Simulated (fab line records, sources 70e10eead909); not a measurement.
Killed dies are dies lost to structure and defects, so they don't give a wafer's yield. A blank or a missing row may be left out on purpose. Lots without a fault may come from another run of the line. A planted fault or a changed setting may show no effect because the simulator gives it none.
Which tool did it? | flow nand_harc | 18 lots, 54 wafers sampled, at 6 steps of a route of 1302

WHAT THE GAUGES READ, wafer by wafer
The record holds no reading of a measuring or inspecting step that can be judged against a usual standard deviation.

WHICH TOOL RAN EACH LOT (tool, then ch and the chambers of the sampled wafers, then the start)
lot  | NHARC_P_BONDPAD_ETCH_24                       | NHARC_A_CHANNEL_HOLE_D1_ETCH_38    | NHARC_A_CHANNEL_HOLE_D1_ETCH_39               | NHARC_A_CHANNEL_HOLE_D1_ETCH_22  | NHARC_A_CHANNEL_FILL_D1_ALD_16   | NHARC_A_CHANNEL_FILL_D1_CMP_10
L074 | rie_diel-02 ch 0,2,3, day 8 15:33 or earlier  | rie_diel-10 ch 0,2,3, day 8 15:33  | rie_diel-10 ch 0,1,3, day 8 17:31 or earlier  | har_etch-01 ch 0,1, day 8 17:31  | ald_hk-01 ch 0,1,3, day 9 10:41  | cmp-04 ch 0,2,3, day 10 22:12
L076 | rie_diel-09 ch 1,3, day 9 05:26 or earlier    | rie_diel-10 ch 0,1,2, day 9 05:26  | rie_diel-10 ch 0,2,3, day 9 07:29 or earlier  | har_etch-02 ch 1, day 9 07:29    | ald_hk-04 ch 1,2, day 10 02:11   | cmp-03 ch 1,3, day 11 13:20
L077 | rie_diel-02 ch 1,2,3, day 9 23:54 or earlier  | rie_diel-10 ch 0,3, day 9 23:54    | rie_diel-10 ch 2,3, day 10 04:29 or earlier   | har_etch-02 ch 0,1, day 10 04:29 | ald_hk-03 ch 0,1,3, day 10 20:59 | cmp-03 ch 0,2,3, day 12 08:38
L078 | rie_diel-02 ch 0,3, day 9 22:07 or earlier    | rie_diel-10 ch 0,2, day 9 22:07    | rie_diel-10 ch 0,2, day 10 00:27 or earlier   | har_etch-01 ch 0,1, day 10 00:27 | ald_hk-03 ch 0,3, day 10 21:08   | cmp-01 ch 0,2,3, day 12 08:38
L080 | rie_diel-02 ch 0,1, day 11 09:21 or earlier   | rie_diel-06 ch 1,2,3, day 11 09:21 | rie_diel-06 ch 0,2,3, day 11 11:28 or earlier | har_etch-01 ch 0,1, day 11 11:28 | ald_hk-01 ch 1,2,3, day 12 06:21 | cmp-03 ch 1,2,3, day 13 17:14
L084 | rie_diel-08 ch 1,2,3, day 12 08:56 or earlier | rie_diel-10 ch 0,2,3, day 12 08:56 | rie_diel-10 ch 0,1,2, day 12 10:59 or earlier | har_etch-02 ch 0,1, day 12 10:59 | ald_hk-01 ch 0,1,2, day 13 04:21 | cmp-01 ch 0,1,2, day 14 15:29
L083 | rie_diel-08 ch 1,2,3, day 12 10:42 or earlier | rie_diel-06 ch 0,2,3, day 12 10:42 | rie_diel-06 ch 0,1,2, day 12 12:46 or earlier | har_etch-01 ch 0,1, day 12 12:46 | ald_hk-04 ch 0,1,3, day 13 04:21 | cmp-03 ch 0,1,2, day 14 15:29
L085 | rie_diel-02 ch 0,1,2, day 13 01:31 or earlier | rie_diel-10 ch 2,3, day 13 01:31   | rie_diel-10 ch 2,3, day 13 03:46 or earlier   | har_etch-01 ch 0,1, day 13 03:46 | ald_hk-01 ch 0,2,3, day 13 20:59 | cmp-01 ch 0,1, day 15 07:59
L087 | rie_diel-09 ch 0,2,3, day 13 16:04 or earlier | rie_diel-10 ch 0,2, day 13 16:04   | rie_diel-10 ch 1,2,3, day 13 18:08 or earlier | har_etch-01 ch 0,1, day 13 18:08 | ald_hk-04 ch 1,2, day 14 11:18   | cmp-01 ch 0,1,2, day 15 22:28
L088 | rie_diel-02 ch 0,1,2, day 14 09:49 or earlier | rie_diel-01 ch 0,1,2, day 14 09:49 | rie_diel-01 ch 1,2,3, day 14 12:54 or earlier | har_etch-01 ch 0,1, day 14 12:54 | ald_hk-04 ch 0,2,3, day 15 09:19 | cmp-04 ch 0,1,2, day 16 23:17
L089 | rie_diel-08 ch 0,1,2, day 14 16:01 or earlier | rie_diel-06 ch 1,2, day 14 16:01   | rie_diel-06 ch 0,1, day 14 21:49 or earlier   | har_etch-02 ch 0,1, day 14 21:49 | ald_hk-03 ch 0,1,2, day 15 15:43 | cmp-03 ch 0,3, day 17 03:09
L090 | rie_diel-09 ch 1,2,3, day 15 05:14 or earlier | rie_diel-10 ch 0,1, day 15 05:14   | rie_diel-10 ch 0,2, day 15 07:32 or earlier   | har_etch-01 ch 0,1, day 15 07:32 | ald_hk-03 ch 1,3, day 16 00:34   | cmp-03 ch 1,2,3, day 17 12:35
L091 | rie_diel-08 ch 0,1,3, day 16 02:47 or earlier | rie_diel-10 ch 1,2, day 16 02:47   | rie_diel-10 ch 1,2,3, day 16 04:56 or earlier | har_etch-01 ch 0,1, day 16 04:56 | ald_hk-01 ch 0,2, day 16 21:58   | cmp-04 ch 0,1,2, day 18 11:47
L092 | rie_diel-08 ch 0,1,3, day 16 03:40 or earlier | rie_diel-10 ch 1,3, day 16 03:40   | rie_diel-10 ch 0,1,2, day 16 07:28 or earlier | har_etch-02 ch 0,1, day 16 07:28 | ald_hk-04 ch 1,2,3, day 16 22:00 | cmp-03 ch 1,2,3, day 18 11:44
L093 | rie_diel-02 ch 2,3, day 14 18:09              | rie_diel-06 ch 0,1,3, day 16 16:29 | rie_diel-06 ch 1,2,3, day 16 20:08 or earlier | har_etch-01 ch 0,1, day 16 20:08 | ald_hk-01 ch 0,1,2, day 17 13:28 | cmp-04 ch 0,1,3, day 19 02:58
L096 | rie_diel-02 ch 0,3, day 17 13:10 or earlier   | rie_diel-01 ch 0,1,3, day 17 13:10 | rie_diel-01 ch 0,2,3, day 17 15:24 or earlier | har_etch-02 ch 0,1, day 17 15:24 | ald_hk-03 ch 0,1,2, day 18 08:23 | cmp-01 ch 0,3, day 19 16:40
L095 | rie_diel-02 ch 0,2, day 17 12:58 or earlier   | rie_diel-10 ch 0,3, day 17 12:58   | rie_diel-10 ch 1,3, day 17 17:11 or earlier   | har_etch-01 ch 0,1, day 17 17:11 | ald_hk-01 ch 0,1,2, day 18 08:23 | cmp-03 ch 0,2,3, day 19 16:44
L097 | rie_diel-09 ch 0,1,3, day 17 21:19 or earlier | rie_diel-06 ch 1,2,3, day 17 21:19 | rie_diel-06 ch 1,2,3, day 17 23:32 or earlier | har_etch-02 ch 0,1, day 17 23:32 | ald_hk-03 ch 0,1,3, day 18 16:38 | cmp-04 ch 1,2,3, day 20 05:25
- NHARC_P_BONDPAD_ETCH_24: etches the open film in CF4/N2, target depth 30 nm, time 72.99 s.
- NHARC_A_CHANNEL_HOLE_D1_ETCH_38: etches the open film in CF4, target depth 39 nm, time 65 s.
- NHARC_A_CHANNEL_HOLE_D1_ETCH_39: etches the open film in N2/H2, target depth 260 nm, time 325 s.
- NHARC_A_CHANNEL_HOLE_D1_ETCH_22: etches the open film in C4F8/O2/Ar, time 666.7 s, target depth 1600 nm.
- NHARC_A_CHANNEL_FILL_D1_ALD_16: deposits SiO2, target thk 1.5 nm, pulse time 10 s, ald cycles 15.
- NHARC_A_CHANNEL_FILL_D1_CMP_10: polishes, target thk 150 nm.

WHAT THE TOOLS THEMSELVES READ (means of the sampled wafers that have a number; where no wafer has one, the mark that the record gives instead)
NHARC_P_BONDPAD_ETCH_24. Usual: cf4_flow_sccm 50.00 sccm, standard deviation 0.14; chamber_pressure_mTorr 29.995 mTorr, standard deviation 0.029; drypump_motor_current_A 5.75 A, standard deviation 0.28; mfc_ar_sccm 150.0 sccm, standard deviation 0.41; oes_product_au 1.001 a.u., standard deviation 0.01; rf_vpp_V 314.1 V, standard deviation 1.6; showerhead_plenum_p_Torr 2.63 Torr, standard deviation 0.078; throttle_valve_pct 19.794 %, standard deviation 0.0082.
lot  | tool        | cf4_flow_sccm (sccm) | chamber_pressure_mTorr (mTorr) | drypump_motor_current_A (A) | mfc_ar_sccm (sccm) | oes_product_au (a.u.) | rf_vpp_V (V) | showerhead_plenum_p_Torr (Torr) | throttle_valve_pct (%) | flag
L074 | rie_diel-02 | 50.03                | 29.965                         | 5.70                        | 150.3              | 1.017                 | 314.6        | 2.65                            | 19.788                 |
L076 | rie_diel-09 | 49.81                | 30.000                         | 6.28                        | 150.1              | 1.006                 | 313.6        | 2.63                            | 19.787                 |
L077 | rie_diel-02 | 49.94                | 29.999                         | 5.67                        | 149.8              | 1.001                 | 314.1        | 2.63                            | 19.787                 |
L078 | rie_diel-02 | 50.01                | 29.997                         | 5.73                        | 150.0              | 1.012                 | 314.9        | 2.65                            | 19.797                 |
L080 | rie_diel-02 | 50.09                | 29.973                         | 5.54                        | 149.8              | 1.001                 | 315.1        | 2.66                            | 19.800                 |
L084 | rie_diel-08 | 50.03                | 29.988                         | 5.85                        | 150.1              | 1.001                 | 313.6        | 2.63                            | 19.789                 |
L083 | rie_diel-08 | 49.96                | 30.002                         | 5.87                        | 150.3              | 0.991                 | 314.1        | 2.63                            | 19.785                 |
L085 | rie_diel-02 | 50.09                | 30.007                         | 5.57                        | 150.2              | 1.012                 | 315.3        | 2.67                            | 19.799                 |
L087 | rie_diel-09 | 49.97                | 30.005                         | 5.98                        | 149.5              | 0.998                 | 313.9        | 2.62                            | 19.796                 |
L088 | rie_diel-02 | 49.98                | 29.969                         | 5.53                        | 149.9              | 1.004                 | 315.1        | 2.67                            | 19.798                 |
L089 | rie_diel-08 | 50.09                | 30.000                         | 5.60                        | 149.9              | 1.004                 | 314.4        | 2.62                            | 19.799                 |
L090 | rie_diel-09 | 50.03                | 29.985                         | 6.18                        | 150.1              | 1.000                 | 315.0        | 2.66                            | 19.796                 |
L091 | rie_diel-08 | 49.97                | 29.993                         | 5.85                        | 150.0              | 1.003                 | 313.2        | 2.56                            | 19.801                 |
L092 | rie_diel-08 | 50.03                | 29.998                         | 5.87                        | 150.0              | 1.002                 | 313.0        | 2.56                            | 19.798                 |
L093 | rie_diel-02 | 49.99                | 29.992                         | 5.66                        | 150.1              | 0.999                 | 315.1        | 2.64                            | 19.792                 |
L096 | rie_diel-02 | 50.03                | 29.971                         | 5.84                        | 149.9              | 1.006                 | 313.3        | 2.61                            | 19.794                 |
L095 | rie_diel-02 | 49.87                | 30.024                         | 5.57                        | 150.1              | 1.000                 | 315.3        | 2.69                            | 19.793                 |
L097 | rie_diel-09 | 50.00                | 29.995                         | 6.05                        | 150.0              | 0.987                 | 312.8        | 2.60                            | 19.798                 |

NHARC_A_CHANNEL_HOLE_D1_ETCH_38. Usual: cf4_flow_sccm 149.9 sccm, standard deviation 0.48; chamber_pressure_mTorr 49.99 mTorr, standard deviation 0.046; drypump_motor_current_A 5.8 A, standard deviation 0.33; mfc_ar_sccm 0.003 sccm, standard deviation 0.0051; oes_product_au 1.008 a.u., standard deviation 0.011; rf_vpp_V 150.4 V, standard deviation 1; showerhead_plenum_p_Torr 1.71 Torr, standard deviation 0.053; throttle_valve_pct 13.283 %, standard deviation 0.0091.
lot  | tool        | cf4_flow_sccm (sccm) | chamber_pressure_mTorr (mTorr) | drypump_motor_current_A (A) | mfc_ar_sccm (sccm) | oes_product_au (a.u.) | rf_vpp_V (V) | showerhead_plenum_p_Torr (Torr) | throttle_valve_pct (%) | flag
L074 | rie_diel-10 | 150.3                | 50.01                          | 5.7                         | 0.004              | 1.026                 | 151.0        | 1.69                            | 13.284                 |
L076 | rie_diel-10 | 150.2                | 50.02                          | 6.0                         | 0.004              | 1.016                 | 149.4        | 1.71                            | 13.296                 |
L077 | rie_diel-10 | 149.7                | 49.98                          | 5.5                         | 0.001              | 1.019                 | 149.8        | 1.68                            | 13.290                 |
L078 | rie_diel-10 | 149.5                | 49.96                          | 5.8                         | 0.005              | 1.002                 | 149.8        | 1.70                            | 13.286                 |
L080 | rie_diel-06 | 150.4                | 50.02                          | 5.8                         | 0.000              | 1.004                 | 151.3        | 1.70                            | 13.290                 |
L084 | rie_diel-10 | 150.0                | 50.00                          | 5.7                         | 0.004              | 1.003                 | 150.1        | 1.69                            | 13.288                 |
L083 | rie_diel-06 | 149.8                | 50.04                          | 5.6                         | 0.000              | 0.999                 | 150.6        | 1.70                            | 13.282                 |
L085 | rie_diel-10 | 149.8                | 50.03                          | 5.6                         | 0.003              | 1.012                 | 148.6        | 1.68                            | 13.290                 |
L087 | rie_diel-10 | 149.7                | 49.97                          | 5.8                         | 0.005              | 1.006                 | 150.5        | 1.70                            | 13.278                 |
L088 | rie_diel-01 | 150.0                | 49.94                          | 5.9                         | 0.013              | 1.000                 | 150.7        | 1.79                            | 13.274                 |
L089 | rie_diel-06 | 150.1                | 50.01                          | 5.7                         | 0.000              | 1.015                 | 150.7        | 1.72                            | 13.278                 |
L090 | rie_diel-10 | 149.8                | 49.98                          | 6.2                         | 0.001              | 1.016                 | 151.2        | 1.72                            | 13.286                 |
L091 | rie_diel-10 | 149.5                | 49.94                          | 6.1                         | 0.007              | 1.008                 | 150.6        | 1.69                            | 13.275                 |
L092 | rie_diel-10 | 149.8                | 50.01                          | 6.1                         | 0.000              | 1.016                 | 150.0        | 1.70                            | 13.285                 |
L093 | rie_diel-06 | 150.3                | 49.98                          | 5.8                         | 0.000              | 1.008                 | 149.4        | 1.66                            | 13.281                 |
L096 | rie_diel-01 | 150.4                | 49.98                          | 5.6                         | 0.013              | 0.998                 | 151.7        | 1.83                            | 13.282                 |
L095 | rie_diel-10 | 150.5                | 49.94                          | 5.5                         | 0.001              | 1.002                 | 150.3        | 1.68                            | 13.285                 |
L097 | rie_diel-06 | 150.3                | 50.01                          | 5.7                         | 0.000              | 1.012                 | 150.1        | 1.68                            | 13.283                 |

NHARC_A_CHANNEL_HOLE_D1_ETCH_39. Usual: chamber_pressure_mTorr 30.004 mTorr, standard deviation 0.029; drypump_motor_current_A 5.8 A, standard deviation 0.33; mfc_ar_sccm 0.003 sccm, standard deviation 0.0054; oes_product_au 1.008 a.u., standard deviation 0.011; rf_vpp_V 428.3 V, standard deviation 2; showerhead_plenum_p_Torr 1.96 Torr, standard deviation 0.068; throttle_valve_pct 14.173 %, standard deviation 0.011.
lot  | tool        | chamber_pressure_mTorr (mTorr) | drypump_motor_current_A (A) | mfc_ar_sccm (sccm) | oes_product_au (a.u.) | rf_vpp_V (V) | showerhead_plenum_p_Torr (Torr) | throttle_valve_pct (%) | flag
L074 | rie_diel-10 | 29.995                         | 5.9                         | 0.001              | 1.017                 | 428.1        | 1.96                            | 14.178                 |
L076 | rie_diel-10 | 29.993                         | 5.7                         | 0.004              | 1.011                 | 428.0        | 1.94                            | 14.179                 |
L077 | rie_diel-10 | 30.005                         | 5.7                         | 0.007              | 1.027                 | 427.2        | 1.93                            | 14.172                 |
L078 | rie_diel-10 | 30.012                         | 5.9                         | 0.007              | 1.015                 | 428.0        | 1.95                            | 14.181                 |
L080 | rie_diel-06 | 29.982                         | 5.7                         | 0.000              | 1.003                 | 427.6        | 1.95                            | 14.179                 |
L084 | rie_diel-10 | 30.007                         | 6.0                         | 0.004              | 1.011                 | 428.1        | 1.96                            | 14.173                 |
L083 | rie_diel-06 | 30.030                         | 5.7                         | 0.000              | 1.001                 | 428.1        | 1.95                            | 14.175                 |
L085 | rie_diel-10 | 30.015                         | 5.6                         | 0.003              | 1.012                 | 428.1        | 1.92                            | 14.171                 |
L087 | rie_diel-10 | 29.988                         | 5.9                         | 0.003              | 1.008                 | 427.4        | 1.94                            | 14.164                 |
L088 | rie_diel-01 | 30.033                         | 5.9                         | 0.007              | 0.995                 | 429.9        | 2.03                            | 14.176                 |
L089 | rie_diel-06 | 30.010                         | 5.8                         | 0.000              | 1.017                 | 427.2        | 1.91                            | 14.175                 |
L090 | rie_diel-10 | 30.021                         | 5.8                         | 0.005              | 1.007                 | 428.5        | 1.95                            | 14.174                 |
L091 | rie_diel-10 | 29.982                         | 5.9                         | 0.003              | 1.014                 | 427.6        | 1.94                            | 14.162                 |
L092 | rie_diel-10 | 29.988                         | 6.0                         | 0.004              | 1.003                 | 428.2        | 1.95                            | 14.169                 |
L093 | rie_diel-06 | 30.005                         | 5.7                         | 0.000              | 1.010                 | 427.3        | 1.93                            | 14.171                 |
L096 | rie_diel-01 | 29.996                         | 6.1                         | 0.006              | 1.010                 | 432.7        | 2.11                            | 14.190                 |
L095 | rie_diel-10 | 29.997                         | 6.1                         | 0.000              | 1.008                 | 428.8        | 1.95                            | 14.172                 |
L097 | rie_diel-06 | 30.000                         | 5.8                         | 0.000              | 1.002                 | 427.6        | 1.93                            | 14.172                 |

NHARC_A_CHANNEL_HOLE_D1_ETCH_22. Usual: c4f8_flow_sccm 89.29 sccm, standard deviation 0.27; chamber_pressure_mTorr 20.000 mTorr, standard deviation 0.017; drypump_motor_current_A 6.1 A, standard deviation 0.45; mfc_ar_sccm 374.9 sccm, standard deviation 1.1; showerhead_plenum_p_Torr 3.61 Torr, standard deviation 0.11; throttle_valve_pct 32.154 %, standard deviation 0.0095.
lot  | tool        | c4f8_flow_sccm (sccm) | chamber_pressure_mTorr (mTorr) | drypump_motor_current_A (A) | mfc_ar_sccm (sccm) | showerhead_plenum_p_Torr (Torr) | throttle_valve_pct (%) | flag
L074 | har_etch-01 | 89.39                 | 19.998                         | 6.5                         | 375.8              | 3.61                            | 32.143                 |
L076 | har_etch-02 | 89.35                 | 19.996                         | 5.6                         | 373.8              | 3.53                            | 32.159                 |
L077 | har_etch-02 | 89.32                 | 20.003                         | 5.6                         | 374.8              | 3.58                            | 32.155                 |
L078 | har_etch-01 | 89.40                 | 20.004                         | 6.5                         | 374.8              | 3.60                            | 32.156                 |
L080 | har_etch-01 | 89.12                 | 19.987                         | 6.4                         | 375.1              | 3.65                            | 32.149                 |
L084 | har_etch-02 | 89.43                 | 19.991                         | 5.6                         | 374.4              | 3.56                            | 32.155                 |
L083 | har_etch-01 | 89.31                 | 20.005                         | 6.4                         | 373.6              | 3.64                            | 32.159                 |
L085 | har_etch-01 | 89.44                 | 20.007                         | 6.4                         | 375.2              | 3.64                            | 32.143                 |
L087 | har_etch-01 | 88.89                 | 20.013                         | 6.4                         | 374.6              | 3.63                            | 32.153                 |
L088 | har_etch-01 | 89.13                 | 19.999                         | 6.5                         | 374.0              | 3.56                            | 32.147                 |
L089 | har_etch-02 | 89.29                 | 19.994                         | 5.6                         | 375.4              | 3.59                            | 32.145                 |
L090 | har_etch-01 | 89.07                 | 20.015                         | 6.4                         | 375.0              | 3.62                            | 32.156                 |
L091 | har_etch-01 | 89.33                 | 20.006                         | 6.4                         | 374.1              | 3.61                            | 32.158                 |
L092 | har_etch-02 | 89.38                 | 20.006                         | 5.6                         | 374.9              | 3.53                            | 32.144                 |
L093 | har_etch-01 | 89.26                 | 20.001                         | 6.4                         | 374.4              | 3.61                            | 32.147                 |
L096 | har_etch-02 | 89.01                 | 20.003                         | 5.5                         | 375.3              | 3.72                            | 32.159                 |
L095 | har_etch-01 | 89.30                 | 19.994                         | 6.5                         | 374.5              | 3.54                            | 32.162                 |
L097 | har_etch-02 | 89.08                 | 19.993                         | 5.6                         | 375.3              | 3.83                            | 32.154                 |

NHARC_A_CHANNEL_FILL_D1_ALD_16. Usual: heater_power_w 501 W, standard deviation 40; precursor_pulse_height_rel 0.998, standard deviation 0.018.
lot  | tool      | heater_power_w (W) | precursor_pulse_height_rel | flag
L074 | ald_hk-01 | 492                | 0.994                      |
L076 | ald_hk-04 | 513                | 1.018                      |
L077 | ald_hk-03 | 483                | 0.999                      |
L078 | ald_hk-03 | 455                | 1.005                      |
L080 | ald_hk-01 | 520                | 1.004                      |
L084 | ald_hk-01 | 497                | 0.989                      |
L083 | ald_hk-04 | 494                | 0.996                      |
L085 | ald_hk-01 | 481                | 0.967                      |
L087 | ald_hk-04 | 544                | 0.995                      |
L088 | ald_hk-04 | 510                | 0.994                      |
L089 | ald_hk-03 | 486                | 0.999                      |
L090 | ald_hk-03 | 521                | 0.996                      |
L091 | ald_hk-01 | 494                | 0.988                      |
L092 | ald_hk-04 | 509                | 0.985                      |
L093 | ald_hk-01 | 503                | 1.012                      |
L096 | ald_hk-03 | 481                | 0.995                      |
L095 | ald_hk-01 | 499                | 0.995                      |
L097 | ald_hk-03 | 506                | 1.021                      |

NHARC_A_CHANNEL_FILL_D1_CMP_10. Usual: motor_current_A 12.3 A, standard deviation 1.2; pad_life_wafers 200, standard deviation 98; time_to_endpoint_s 17 s, standard deviation 3.4.
lot  | tool   | motor_current_A (A) | pad_life_wafers | time_to_endpoint_s (s) | flag
L074 | cmp-04 | 11.6                | 97              | 19                     |
L076 | cmp-03 | 12.2                | 247             | 15                     |
L077 | cmp-03 | 13.4                | 32              | 15                     |
L078 | cmp-01 | 11.4                | 380             | 18                     |
L080 | cmp-03 | 12.9                | 152             | 17                     |
L084 | cmp-01 | 12.0                | 182             | 19                     |
L083 | cmp-03 | 13.4                | 260             | 16                     |
L085 | cmp-01 | 11.6                | 240             | 15                     |
L087 | cmp-01 | 11.7                | 307             | 17                     |
L088 | cmp-04 | 11.8                | 224             | 18                     |
L089 | cmp-03 | 11.9                | 66              | 11                     |
L090 | cmp-03 | 13.0                | 98              | 17                     |
L091 | cmp-04 | 11.7                | 38              | 19                     |
L092 | cmp-03 | 12.5                | 193             | 17                     |
L093 | cmp-04 | 11.6                | 104             | 19                     |
L096 | cmp-01 | 12.1                | 264             | 19                     |
L095 | cmp-03 | 12.8                | 331             | 17                     |
L097 | cmp-04 | 12.1                | 200             | 16                     |

THE ANSWER, worked out from the rows above alone
Rule: a lot is off if the mean of its wafers that have a number lies more than 3 standard deviations from the usual mean. A lot without any number at a reading at which 4 lots or more have one is off too. The other lots that the step has rows for count as sound. The gauges are gone through in route order, then the tools' own readings, and for those a lot's mean is taken as printed above. The first step at which some lot is off is used, and at that step the reading that is off furthest; a lot without a number counts as furthest.
No lot is off at any reading shown: from this, nothing can be told.

WHAT THE SIMULATOR HAD PUT IN
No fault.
